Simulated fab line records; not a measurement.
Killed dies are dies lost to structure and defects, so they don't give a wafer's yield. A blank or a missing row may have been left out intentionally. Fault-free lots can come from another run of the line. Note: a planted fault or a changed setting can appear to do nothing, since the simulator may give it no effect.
Struck lot and sound lot, side by side | flow nand_harc | 16 steps out of a route of 1302
Sound: the wafers L139.1, L139.3, L139.4. Struck: wafer L146.3 (left out: L146.1, L146.2 of the same lot, which were not struck); the cause appears at the end.
For every step that has rows: the tool of each side, followed by ch and its chambers, followed by its first start. Under that, the readings that differ: sound wafers | struck wafers | difference of the means | sigmas: that difference in standard deviations of wafers without a fault.
alike: words and numbers the same on both sides, and readings whose means are apart by under 2 such deviations; not compared: readings that were withheld, readings missing a value for some wafer, numbers with overlapping values and no deviation given by the record, and bounds like >300 which may hide the same value.
Wherever a step has rows on one side only, a row that says differs or no value, or a row with sigmas, the two part there. Non-overlapping numbers with no deviation appear without sigmas and do not part them. A reading that every wafer of one side lacks parts them only if that side has two wafers or more.

first, 1 step without rows for these wafers: NHARC_P_M0_DESCUM_14 (chemistry O2, time 3 s).
NHARC_P_M0_ETCH_34: etches the open film in N2/H2, target depth 40 nm, overetch 12 nm, time 43.94 s.
  sound on rie_diel-04 ch 0,3, day 9 12:02; struck on rie_diel-09 ch 0, day 12 06:53
  alike: drypump_motor_current_A, oes_product_au, rf_vpp_V, showerhead_plenum_p_Torr, throttle_valve_pct
  not compared: rf_hours_counter_h
then, 1 step without rows for these wafers: NHARC_P_M0_ETCH_15 (etches the open film in C4F8/Ar, target depth 150 nm, overetch 15 nm, time 82.5 s).
NHARC_P_M0_CD_MEAS_16:
  sound on cd_sem-02 at day 9 12:16; struck on cd_sem-02 at day 12 07:07
  alike: cd_nm
then, 2 steps without rows for these wafers: NHARC_P_M0_STRIP_18 (strips in N2/H2); NHARC_P_M0_STRIP_19 (strips in post etch residue remover, time 600 s).
NHARC_P_M0_DEGAS_28: time 60 s.
  sound on pvd_sputter-03 at day 9 12:53; struck on pvd_sputter-03 at day 12 07:44
  alike: heater_power_w
NHARC_P_M0_PRE_CLEAN_29: time 30 s.
  sound on pvd_sputter-03; struck on pvd_sputter-03
  alike: heater_power_w
then, 1 step without rows for these wafers: NHARC_P_M0_PVD_20 (deposits TaN, target thk 5 nm, time 8.06 s).
NHARC_P_M0_PVD_21: deposits Cu, target thk 30 nm, time 20.49 s.
  sound on pvd_sputter-03; struck on pvd_sputter-03
  alike: throttle_valve_pct
then, 1 step without rows for these wafers: NHARC_P_M0_ECD_22 (material Cu, target thk 400 nm).
NHARC_P_M0_ANNEAL_30: time 90 s.
  sound on rtp_anneal-02 ch 0, day 9 13:37; struck on rtp_anneal-02 ch 0, day 12 08:29
  alike: wafer_temp_C_max
NHARC_P_M0_CMP_23: polishes, t overpolish 20 s, target thk 117.54 nm.
  sound on cmp-03 ch 0,1,2, day 9 13:58; struck on cmp-03 ch 2, day 12 08:52
  reading                | sound          | struck | difference | sigmas
  time_to_endpoint_s (s) | 27.2 28.3 30.1 | 14.6   | -13.9      | -6
  alike: motor_current_A
NHARC_P_M0_THK_MEAS_24: measures by xrf.
  sound on film_metro-01 at day 9 14:16; struck on film_metro-01 at day 12 09:09
  reading     | sound             | struck | difference | sigmas
  thk_nm (nm) | 118.3 117.2 117.1 | 109.1  | -8.4       | -6
then, 2 steps without rows for these wafers: NHARC_P_M0_SRD_25; NHARC_END_SORT_01.

## WHERE THEY PART
First at NHARC_P_M0_CMP_23; last, within this record, at NHARC_P_M0_THK_MEAS_24.

WHY: whatever the simulator had introduced
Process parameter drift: cmp-03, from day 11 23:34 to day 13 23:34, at NHARC_P_M0_CMP_23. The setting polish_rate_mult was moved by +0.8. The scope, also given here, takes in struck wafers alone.
